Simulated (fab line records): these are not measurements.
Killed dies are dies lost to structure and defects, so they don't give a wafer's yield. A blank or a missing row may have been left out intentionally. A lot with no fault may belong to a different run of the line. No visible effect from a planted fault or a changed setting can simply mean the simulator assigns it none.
Matching of chambers | flow nand harc | 4 sister chambers for NHARC_A_CHANNEL_FILL_D1_ALD_25 on ald hk-03
The step deposits SiOx, target thk 60 nm, pulse time 10 s, ald cycles 600. 8 wafers are shown with their chamber, then 7 later ones without.

WAFERS, EACH WITH ITS CHAMBER
wafer  | chamber | heater power w (W) | precursor pulse height rel
L082.5 | 0       | 473                | 0.990
L085.2 | 2       | 401                | 1.007
L085.5 | 0       | 471                | 0.979
L087.3 | 3       | 506                | 1.004
L087.1 | 2       | 403                | 1.025
L087.2 | 1       | 519                | 0.985
L089.2 | 3       | 517                | 1.017
L089.4 | 1       | 518                | 1.020

WAFERS WITHOUT THEIR CHAMBER
wafer  | heater power w (W) | precursor pulse height rel
L089.5 | 392                | 1.002
L095.3 | 391                | 0.984
L095.4 | 447                | 1.018
L095.5 | 383                | 0.996
L096.1 | 461                | 0.979
L096.4 | 503                | 0.991
L096.5 | 506                | 1.015

WHICH CHAMBER EACH WENT THROUGH
wafer  | from the rows above     | in truth
L089.5 | 2                       | 2
L095.3 | 2                       | 2
L095.4 | 0                       | 0
L095.5 | 2                       | 2
L096.1 | 0                       | 0
L096.4 | can't be placed: 3 or 1 | 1
L096.5 | can't be placed: 3 or 1 | 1
5 of 7 placed correctly. These rows do not allow placing 2 (true chamber among the candidates in 2). Placed wrongly: 0.
How it was worked out, from the rows above alone: a wafer's distance from a chamber is the root of the sum, over the readings, of the square of ((its reading less the chamber's mean) divided by the reading's scatter). If the next closest chamber is less than 2 further off than the closest, the wafer can't be placed; otherwise it belongs to the closest. For every chamber, the mean is computed from those of its wafers that are shown. How the scatter is found: for the shown wafers, subtract from each reading the mean of its chamber, square and add these, divide the total by (wafers less chambers), then take the root.
